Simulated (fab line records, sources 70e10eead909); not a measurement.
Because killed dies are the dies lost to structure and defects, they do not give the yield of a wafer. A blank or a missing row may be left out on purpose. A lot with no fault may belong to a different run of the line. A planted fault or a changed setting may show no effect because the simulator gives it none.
Chamber matching ; flow nandHarc ; NHARC_A_STAIRCASE_ETCH_253 on rieDiel-09: 4 sister chambers
The step etches the open film in C4F8/O2, target depth 50 nm, time 20.2 s. 8 wafers are shown with their chamber, then 12 later ones without.

EACH WAFER AND ITS CHAMBER
wafer;chamber;rfVppV (V);oesProductAu (a.u.)
L081.4;1;897;0.952
L082.6;3;891;0.919
L084.4;1;896;0.978
L084.5;3;889;0.971
L086.6;2;899;0.959
L093.3;0;903;0.937
L093.4;2;899;0.955
L093.6;0;904;0.947

WAFERS WHOSE CHAMBER IS MISSING
wafer;rfVppV (V);oesProductAu (a.u.)
L092.4;903;0.946
L092.5;904;0.946
L092.6;897;0.977
L094.1;889;0.953
L094.2;902;0.968
L094.4;900;0.969
L096.2;897;0.967
L096.4;901;0.976
L096.5;890;0.984
L097.2;904;0.947
L097.4;899;0.968
L097.5;899;0.969

WHICH CHAMBER EACH WENT THROUGH
wafer;from the rows above;in truth
L092.4;0;0
L092.5;0;0
L092.6;can't be placed: 1 or 2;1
L094.1;3;3
L094.2;can't be placed: 0 or 2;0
L094.4;2;2
L096.2;can't be placed: 1 or 2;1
L096.4;can't be placed: 2 or 0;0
L096.5;3;3
L097.2;0;0
L097.4;2;2
L097.5;2;2
8 of 12 placed correctly. Not placeable from these rows: 4 (in 4, the candidates include the true chamber). Placed wrongly: 0.
How it was worked out, from the rows above alone: a wafer's distance from a chamber is the root of the sum, over the readings, of the square of ((its reading less the chamber's mean) divided by the reading's scatter). The wafer belongs to the nearest chamber; if the next one is less than 2 further off, it can't be placed. A chamber's mean is the mean of its shown wafers. The scatter: the root of (the sum of the squares of (reading less its chamber's mean) over the shown wafers, divided by (wafers less chambers)).
